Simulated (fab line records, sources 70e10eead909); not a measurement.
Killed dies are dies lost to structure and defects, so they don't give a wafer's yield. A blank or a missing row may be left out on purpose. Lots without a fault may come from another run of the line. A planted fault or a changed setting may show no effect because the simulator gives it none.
fab line records | flow nand_harc
record lots=5 wafers=14 last_day=28
route steps=1159 shown A_CHANNEL_HOLE_D1@482 A_CHANNEL_FILL_D1@490 END@1159
lots that met no fault: from a run of the same line without faults
start_h: hours from the record's first day to the start of the lot's first wafer shown | wait_h: hours since the lot's step before | " the same as in the row above | L1.1+2: a row that stands for several wafers | - no value, or no start given | * or withheld: withheld | < > ~ a bound
route shown NAME@n: a module of which the file shows steps, and the number in the route of the first | usual: mean/standard deviation of fault-free wafers | same: alike in all rows | chamber/n: place in a boat | sites: the reading at each site | _std_site: their standard deviation | _edge_site: outer sites' mean less inner sites' | radius_mm: how far each site lies from the wafer's centre | mask NAME#n: copy n | behind: the tool/chamber that last shaped the wafer | hold: why the lot was held/for how many hours/how that ended | device: the transistor (n, p or np) that didn't switch | end of line: the same wafers' tests at the end of the route | a step without rows: its recipe alone | killed: dies lost to structure and defects at the first sort, not the wafer's yield | map: a wafer's dies, x killed, . not, _ none there
set.NAME: the setting as run; set.NAME@STEP: as run at that earlier step | model.NAME: the simulator's own value behind a step, which no gauge read
lots at some steps of the route; a table a step, a row a wafer
services: from which hour (start_h, from the record's first day; less than 0 if before it) a tool's chamber was out of use, for how many hours, and why
## steps
# step NHARC_A_CHANNEL_HOLE_D1_STRIP_43
# recipe o2_flow_sccm=400 cos_flow_sccm=20 ar_flow_sccm=0 bias_w=0 chemistry=O2/COS
# step NHARC_A_CHANNEL_HOLE_D1_ETCH_44
# recipe target_depth_a=1400 overetch_a=140 time_s=77 ion_energy_ev=100 cf4_flow_sccm=80 o2_flow_sccm=20 ar_flow_sccm=0 rf_w=300 bias_w=100 chemistry=CF4/O2
# usual bias_w=99.96/0.28 chamber_pressure_mTorr=30.002/0.03 drypump_motor_current_A=5.7/0.55 oes_f_703_au=1.000/0.0048 oes_product_au=0.996/0.012 rf_fwd_power_W=297.6/1.2 rf_vpp_V=197.6/1.6 showerhead_plenum_p_Torr=1.33/0.07 throttle_valve_pct=13.396/0.0087
# columns lot.wafer tool chamber start_h wait_h bias_w chamber_pressure_mTorr drypump_motor_current_A oes_f_703_au oes_product_au rf_fwd_power_W rf_hours_counter_h rf_vpp_V showerhead_plenum_p_Torr throttle_valve_pct
L175.3 rie_diel-13 1 243.40 0.1 100.12 29.959 5.0 0.999 0.999 296.0 7 196.5 1.26 13.384
L175.2 " 2 " " 99.75 29.986 5.7 0.999 1.001 298.0 6 199.0 1.43 13.386
L175.4 " 3 " " 100.35 30.027 6.4 1.001 0.995 298.7 - 195.5 1.25 13.395
L176.3 rie_diel-10 1 251.27 0.1 99.91 29.996 5.3 0.993 0.999 297.7 6 198.0 1.38 13.407
L176.4 " 3 " " 99.60 30.022 4.8 0.992 0.985 297.4 7 196.2 1.25 13.401
L176.6 " 1 " " 100.10 30.006 5.2 1.004 0.992 298.1 - 199.2 1.38 13.401
L189.5 rie_diel-10 0 274.17 0.1 100.14 29.984 5.9 1.001 1.013 296.9 - 196.6 1.34 13.394
L189.6 " 1 " " 99.25 30.014 5.2 1.005 0.995 298.3 - 198.5 1.38 13.400
L191.4 rie_diel-09 1 282.10 0.1 99.87 29.996 6.3 0.999 0.993 298.3 1 201.4 1.41 13.395
L191.3 " 0 " " 100.13 29.991 6.2 1.002 1.013 298.6 2 196.1 1.30 13.387
L191.5 " 2 " " 99.85 30.030 5.3 0.994 1.008 297.8 - 198.6 1.36 13.411
L198.4 rie_diel-13 0 316.96 0.1 100.51 30.016 6.2 0.996 0.997 299.5 2 196.9 1.25 13.410
L198.3 " 2 " " 99.94 30.067 5.7 1.001 1.004 298.7 1 198.5 1.43 13.377
L198.5 " 3 " " 99.58 30.003 6.4 1.002 0.994 299.6 - 195.8 1.25 13.390
# step NHARC_A_CHANNEL_HOLE_D1_STRIP_27
# recipe o2_flow_sccm=500 ar_flow_sccm=0 bias_w=0 chemistry=O2
# step NHARC_A_CHANNEL_HOLE_D1_PRECLEAN_28
# recipe time_s=* temp_c=50 bath_age_min=0 chemistry=SC1
# step NHARC_A_CHANNEL_HOLE_D1_SRD_29
# step NHARC_A_CHANNEL_HOLE_D1_CD_MEAS_30
# usual cd_nm=90.8/1.2
# columns lot.wafer tool chamber start_h wait_h cd_nm
L175.2 cd_sem-01 - 244.34 - 91.4
L175.3 " - " " 92.4
L175.4 " - " " 89.8
L176.3 cd_sem-02 - 252.06 - 89.9
L176.4 " - " " 90.8
L176.6 " - " " 89.9
L189.5 cd_sem-03 - 274.95 - 90.3
L189.6 " - " " 90.1
L191.3 cd_sem-03 - 282.92 - 90.7
L191.4 " - " " 93.1
L191.5 " - " " 92.3
L198.3 cd_sem-03 - 317.75 - 90.8
L198.4 " - " " 92.2
L198.5 " - " " 91.4
# step NHARC_A_CHANNEL_HOLE_D1_XSEM_31
# recipe landing_energy_ev=35000
# usual bot_cd_nm=75.6/1.2 bow_nm=8.49/0.29 tilt_deg=0.09/0.047
# columns lot.wafer tool chamber start_h wait_h bot_cd_nm bow_nm tilt_deg
L175.2 xsem-02 0 244.43 0.1 76.6 8.69 0.15
L175.3 " 0 " " 77.2 8.74 0.15
L175.4 " 0 " " 74.8 8.74 0.15
L176.3 xsem-01 0 252.15 0.1 74.9 8.44 0.12
L176.4 " 0 " " 75.1 8.32 0.12
L176.6 " 0 " " 74.5 8.41 0.12
L189.5 xsem-02 0 275.04 0.1 75.0 8.55 0.07
L189.6 " 0 " " 75.5 8.57 0.07
L191.3 xsem-01 0 283.00 0.1 76.4 8.63 0.12
L191.4 " 0 " " 78.1 8.63 0.12
L191.5 " 0 " " 77.7 8.70 0.12
L198.3 xsem-02 0 317.85 0.1 74.5 8.15 0.08
L198.4 " 0 " " 76.2 8.19 0.08
L198.5 " 0 " " 75.9 8.15 0.08
# step NHARC_A_CHANNEL_HOLE_D1_INSPECT_40
# usual raw_defect_count=57/15
# columns lot.wafer tool chamber start_h wait_h raw_defect_count
L175.2 defect_inspect-02 - 244.53 - 40
L175.3 " - " " 59
L175.4 " - " " 53
L176.3 defect_inspect-01 - 252.24 - 61
L176.4 " - " " 39
L176.6 " - " " 60
L189.5 defect_inspect-01 - 275.13 - 61
L189.6 " - " " 49
L191.3 defect_inspect-01 - 283.10 - 73
L191.4 " - " " 72
L191.5 " - " " 57
L198.3 defect_inspect-02 - 317.94 - 50
L198.4 " - " " 42
L198.5 " - " " 26
# step NHARC_A_CHANNEL_FILL_D1_PRECLEAN_00
# recipe time_s=* temp_c=50 bath_age_min=0 chemistry=SC1
# step NHARC_A_CHANNEL_FILL_D1_SRD_01
# step NHARC_A_CHANNEL_FILL_D1_ALD_02
# recipe target_thk_a=60 pulse_time_s=10 ald_cycles=60 temp_c=300 material=SiO2
# usual ald_cycles=60/0 heater_power_w=448/37 precursor_pulse_height_rel=1.001/0.019 susceptor_temp_C=300.00/0.21
# columns lot.wafer tool chamber start_h wait_h ald_cycles heater_power_w precursor_pulse_height_rel susceptor_temp_C
L175.3 ald_hk-02 2 244.79 - 60 365 0.992 300.37
L175.2 " 3 " " 60 467 0.984 300.08
L175.4 " 0 " " 60 494 0.993 299.93
L176.4 ald_hk-01 0 254.48 - 60 455 0.976 300.29
L176.3 " 2 " " 60 478 0.985 300.11
L176.6 " 0 " " 60 463 1.019 300.09
L189.5 ald_hk-02 3 276.84 - 60 459 1.007 299.85
L189.6 " 0 " " 60 492 0.960 300.22
L191.4 ald_hk-01 1 283.29 - 60 450 1.009 300.32
L191.3 " 2 " " 60 462 0.986 300.03
L191.5 " 2 " " 60 462 1.009 300.04
L198.4 ald_hk-02 3 319.66 - 60 466 1.010 299.82
L198.3 " 2 " " 60 382 0.986 300.06
L198.5 " 0 " " 60 502 0.999 299.97
# step NHARC_A_CHANNEL_FILL_D1_ALD_03
# recipe target_thk_a=60 pulse_time_s=60 ald_cycles=58 temp_c=630 pressure_torr=2 material=SiNx
# usual ald_cycles=58/0 precursor_pulse_height_rel=0.998/0.021 susceptor_temp_C=629.98/0.25
# columns lot.wafer tool chamber start_h wait_h ald_cycles precursor_pulse_height_rel susceptor_temp_C
L175.2 ald_sin_batch-01 0 - - 58 1.001 630.08
L175.3 " 0 " " 58 1.003 630.05
L175.4 " 0 " " 58 0.960 630.50
L176.3 ald_sin_batch-03 0 - - 58 0.985 629.87
L176.4 " 0 " " 58 1.004 629.68
L176.6 " 0 " " 58 0.991 629.75
L189.5 ald_sin_batch-01 0 - - 58 1.028 630.12
L189.6 " 0 " " 58 0.991 629.85
L191.3 ald_sin_batch-01 0 - - 58 1.011 630.29
L191.4 " 0 " " 58 1.021 629.77
L191.5 " 0 " " 58 0.997 629.75
L198.3 ald_sin_batch-02 0 - - 58 0.998 -
L198.4 " 0 " " 58 0.991 -
L198.5 " 0 " " 58 0.982 -
# step NHARC_A_CHANNEL_FILL_D1_ALD_14
# recipe target_thk_a=25 pulse_time_s=10 ald_cycles=25 temp_c=300 material=SiO2
# usual ald_cycles=25/0 heater_power_w=446/35 precursor_pulse_height_rel=0.999/0.021 susceptor_temp_C=299.98/0.2
# columns lot.wafer tool chamber start_h wait_h ald_cycles heater_power_w precursor_pulse_height_rel susceptor_temp_C
L175.2 ald_hk-01 3 254.10 3.0 25 419 1.005 299.72
L175.4 " 0 " " 25 440 1.005 300.19
L175.3 " 2 " " 25 453 1.030 300.00
L176.3 ald_hk-01 3 261.57 0.1 25 424 1.001 299.89
L176.4 " 0 " " 25 460 1.037 300.17
L176.6 " 2 " " 25 474 0.997 300.10
L189.5 ald_hk-01 3 283.87 0.3 32 427 1.016 -
L189.6 " 0 " " 25 441 1.010 -
L191.4 ald_hk-02 0 291.11 0.8 25 486 1.030 299.66
L191.3 " 2 " " 25 389 1.001 300.19
L191.5 " 3 " " 25 460 0.987 300.11
L198.3 ald_hk-02 1 326.66 0.0 25 426 0.989 300.43
L198.4 " 2 " " 25 381 1.013 299.76
L198.5 " 2 " " 25 381 1.003 299.71
# step NHARC_A_CHANNEL_FILL_D1_ALD_15
# recipe target_thk_a=20 pulse_time_s=60 ald_cycles=19 temp_c=630 pressure_torr=2 material=SiNx
# usual ald_cycles=19/0 precursor_pulse_height_rel=1.000/0.019 susceptor_temp_C=630.02/0.27
# columns lot.wafer tool chamber start_h wait_h ald_cycles precursor_pulse_height_rel susceptor_temp_C
L175.2 ald_sin_batch-02 0 - - 19 1.001 629.89
L175.3 " 0 " " 19 0.997 629.85
L175.4 " 0 " " 19 0.999 629.82
L176.3 ald_sin_batch-02 0 - - 19 0.993 629.99
L176.4 " 0 " " 19 0.969 630.40
L176.6 " 0 " " 19 1.014 630.75
L189.5 ald_sin_batch-02 0 - - 19 0.986 -
L189.6 " 0 " " 19 0.995 -
L191.3 ald_sin_batch-02 0 - - 19 1.025 630.10
L191.4 " 0 " " 19 1.011 629.90
L191.5 " 0 " " 19 1.025 629.68
L198.3 ald_sin_batch-01 0 - - 19 1.002 629.83
L198.4 " 0 " " 19 1.014 629.91
L198.5 " 0 " " 19 0.998 630.08
# step NHARC_END_SORT_01
# recipe temp_c=25
# usual killed_at_array=29/11 killed_at_other=0.5/0.85 killed_at_periphery=3.0/2.3 killed_dies=33/12 killed_open=3.3/1.9 killed_short=2.0/1.5
# same gross_dies=677
# columns lot.wafer tool chamber start_h wait_h killed_at_array killed_at_other killed_at_periphery killed_dies killed_open killed_short
L175.2 prober-01 0 573.00 2.8 27 0 2 29 5 1
L175.3 prober-01 0 573.80 3.1 33 1 1 35 5 6
L175.4 prober-01 0 574.59 3.4 31 1 0 32 1 3
L176.3 prober-01 0 581.57 3.1 39 0 5 44 2 2
L176.4 prober-01 0 582.36 3.4 43 0 7 50 4 7
L176.6 prober-01 0 583.95 4.0 43 0 1 44 4 2
L189.5 prober-01 0 621.87 3.7 38 1 1 40 2 2
L189.6 prober-01 0 622.67 4.0 30 0 2 32 0 2
L191.3 prober-01 0 651.58 3.1 33 0 3 36 4 2
L191.4 prober-01 0 652.38 3.4 28 0 1 29 1 1
L191.5 prober-01 0 653.18 3.7 36 0 3 39 6 4
L198.3 prober-02 0 663.66 3.1 18 0 2 20 4 1
L198.4 prober-02 0 664.45 3.4 20 0 1 21 2 0
L198.5 prober-02 0 665.24 3.7 16 0 3 19 7 1
# killed by level:class
L175.2 A_SLIT:chamber_film_flake=12 A_CONTACT:chamber_film_flake=4 A_ZERO_WELL:chamber_film_flake=3 A_ONON_D1:geometric_particle:open=2 A_CHANNEL_HOLE_D1:chamber_film_flake=2 P_CONTACT:geometric_particle:short=1 P_M1:geometric_particle:open=1 A_CONTACT:geometric_particle:open=1
L175.3 A_SLIT:chamber_film_flake=16 A_CONTACT:geometric_particle:open=3 A_CONTACT:chamber_film_flake=3 A_WL_FILL:geometric_particle:short=2 A_ZERO_WELL:chamber_film_flake=2 A_CHANNEL_HOLE_D1:chamber_film_flake=2 A_ONON_D1:geometric_particle:short=1 A_CHANNEL_HOLE_D1:geometric_particle:open=1
L175.4 A_SLIT:chamber_film_flake=10 A_CONTACT:chamber_film_flake=7 A_CHANNEL_HOLE_D1:chamber_film_flake=4 A_WL_FILL:chamber_film_flake=4 A_ONON_D1:geometric_particle:short=2 A_STAIRCASE:chamber_film_flake=2 A_CHANNEL_FILL_D1:geometric_particle:short=1 A_CONTACT:geometric_particle:open=1
L176.3 A_CHANNEL_HOLE_D1:chamber_film_flake=20 A_SLIT:chamber_film_flake=13 A_CONTACT:chamber_film_flake=4 P_CONTACT:geometric_particle:open=1 P_M0:geometric_particle:open=1 P_M0:geometric_particle:short=1 A_WL_FILL:geometric_particle:short=1 P_STI:chamber_film_flake=1
L176.4 A_CHANNEL_HOLE_D1:chamber_film_flake=15 A_SLIT:chamber_film_flake=11 A_CONTACT:chamber_film_flake=7 A_STAIRCASE:chamber_film_flake=3 P_CONTACT:geometric_particle:short=2 P_M0:geometric_particle:open=2 A_SOURCE_PLATE:geometric_particle:short=2 P_M1:geometric_particle:short=1
L176.6 A_CHANNEL_HOLE_D1:chamber_film_flake=17 A_SLIT:chamber_film_flake=14 A_CONTACT:chamber_film_flake=5 A_ONON_D1:geometric_particle:open=1 A_CHANNEL_HOLE_D1:geometric_particle:open=1 A_CHANNEL_FILL_D1:geometric_particle:short=1 A_STAIRCASE:geometric_particle:short=1 A_SGD_CUT:geometric_particle:open=1
L189.5 A_SLIT:chamber_film_flake=14 A_CHANNEL_HOLE_D1:chamber_film_flake=11 A_M0:chamber_film_flake=4 A_ZERO_WELL:chamber_film_flake=2 A_STAIRCASE:chamber_film_flake=2 A_CHANNEL_HOLE_D1:geometric_particle:short=1 A_WL_FILL:geometric_particle:short=1 A_WL_FILL:geometric_particle:open=1
L189.6 A_SLIT:chamber_film_flake=16 A_CHANNEL_HOLE_D1:chamber_film_flake=8 A_STAIRCASE:chamber_film_flake=2 A_WL_FILL:chamber_film_flake=2 A_CHANNEL_HOLE_D1:geometric_particle:short=1 A_WL_FILL:geometric_particle:short=1 P_STI:chamber_film_flake=1 P_M2:chamber_film_flake=1
L191.3 A_CHANNEL_HOLE_D1:chamber_film_flake=22 A_STAIRCASE:chamber_film_flake=5 A_M0:geometric_particle:open=2 P_ZERO_WELL:chamber_film_flake=2 P_STI:geometric_particle:short=1 A_ONON_D1:geometric_particle:open=1 A_CONTACT:geometric_particle:open=1 A_M0:geometric_particle:short=1
L191.4 A_CHANNEL_HOLE_D1:chamber_film_flake=23 A_WL_FILL:geometric_particle:short=1 A_M0:geometric_particle:open=1 P_ZERO_WELL:chamber_film_flake=1 A_STAIRCASE:chamber_film_flake=1 A_SLIT:chamber_film_flake=1 A_M0:chamber_film_flake=1
L191.5 A_CHANNEL_HOLE_D1:chamber_film_flake=22 A_STAIRCASE:chamber_film_flake=5 P_CONTACT:geometric_particle:open=2 A_CONTACT:geometric_particle:short=2 P_M0:geometric_particle:short=1 A_CHANNEL_FILL_D1:geometric_particle:open=1 A_STAIRCASE:geometric_particle:short=1 A_SGD_CUT:geometric_particle:open=1
L198.3 A_CHANNEL_HOLE_D1:chamber_film_flake=8 P_M0:geometric_particle:open=2 A_CONTACT:chamber_film_flake=2 A_BLC:geometric_particle:open=2 A_CHANNEL_FILL_D1:chamber_film_flake=2 A_ONON_D1:geometric_particle:short=1 A_ZERO_WELL:chamber_film_flake=1 A_STAIRCASE:chamber_film_flake=1
L198.4 A_CHANNEL_HOLE_D1:chamber_film_flake=8 A_STAIRCASE:chamber_film_flake=4 A_CONTACT:chamber_film_flake=4 A_ONON_D1:geometric_particle:open=1 A_BLC:geometric_particle:open=1 P_ZERO_WELL:chamber_film_flake=1 A_ZERO_WELL:chamber_film_flake=1 A_SLIT:chamber_film_flake=1
L198.5 A_CONTACT:chamber_film_flake=5 A_WL_FILL:geometric_particle:open=2 A_CHANNEL_HOLE_D1:chamber_film_flake=2 P_M0:geometric_particle:open=1 P_M2:geometric_particle:open=1 A_CONTACT:geometric_particle:open=1 A_CONTACT:geometric_particle:short=1 A_BLC:geometric_particle:open=1
## services
# columns tool chamber start_h hours kind
rie_diel-13 2 223.26 7.6 repair
ald_hk-01 - 231.12 10.0 pm
ald_hk-01 0 231.12 10.0 vent_cycle
ald_hk-01 1 231.12 10.0 vent_cycle
ald_hk-01 2 231.12 10.0 vent_cycle
ald_hk-01 3 231.12 10.0 vent_cycle
ald_hk-01 0 241.12 - clean
ald_hk-01 1 241.12 - clean
ald_hk-01 2 241.12 - clean
ald_hk-01 3 241.12 - clean
ald_hk-02 - 252.96 2.7 repair
rie_diel-09 - 254.10 9.0 pm
rie_diel-13 - 276.00 9.0 pm
ald_hk-02 - 280.37 10.0 pm
ald_hk-02 0 280.37 10.0 vent_cycle
ald_hk-02 1 280.37 10.0 vent_cycle
ald_hk-02 2 280.37 10.0 vent_cycle
ald_hk-02 3 280.37 10.0 vent_cycle
ald_hk-02 0 290.37 - clean
ald_hk-02 1 290.37 - clean
rie_diel-10 1 299.75 3.2 repair
xsem-02 - 302.00 14.0 pm
rie_diel-09 0 303.35 4.6 repair
ald_sin_batch-03 - 314.00 26.0 pm
## key
first_sign step=NHARC_A_CHANNEL_FILL_D1_ALD_14 reading=ald_cycles direction=up sigmas=99+ usual=25 struck=32
effect none on later readings
met_at NHARC_A_CHANNEL_FILL_D1_ALD_14
struck_wafers L189.5
tester_left_out L189
onset_between 261.57 283.87
fault kind=process_parameter_drift tool=ald_hk-01 chamber=- onset_h=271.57 steps=NHARC_A_CHANNEL_FILL_D1_ALD_14 channel=ald_cycles offset=7 shape=step end_h=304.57 scope=struck_wafers_only acts_in=these_recipes_only stated=25
# tester_left_out: of these lots the tester's yield and bins aren't shown, on N5 and GAA mostly nor the transistor test; their killed dies are dies lost to structure and defects alone, not to doping, threshold or leakage, so they don't give the yield
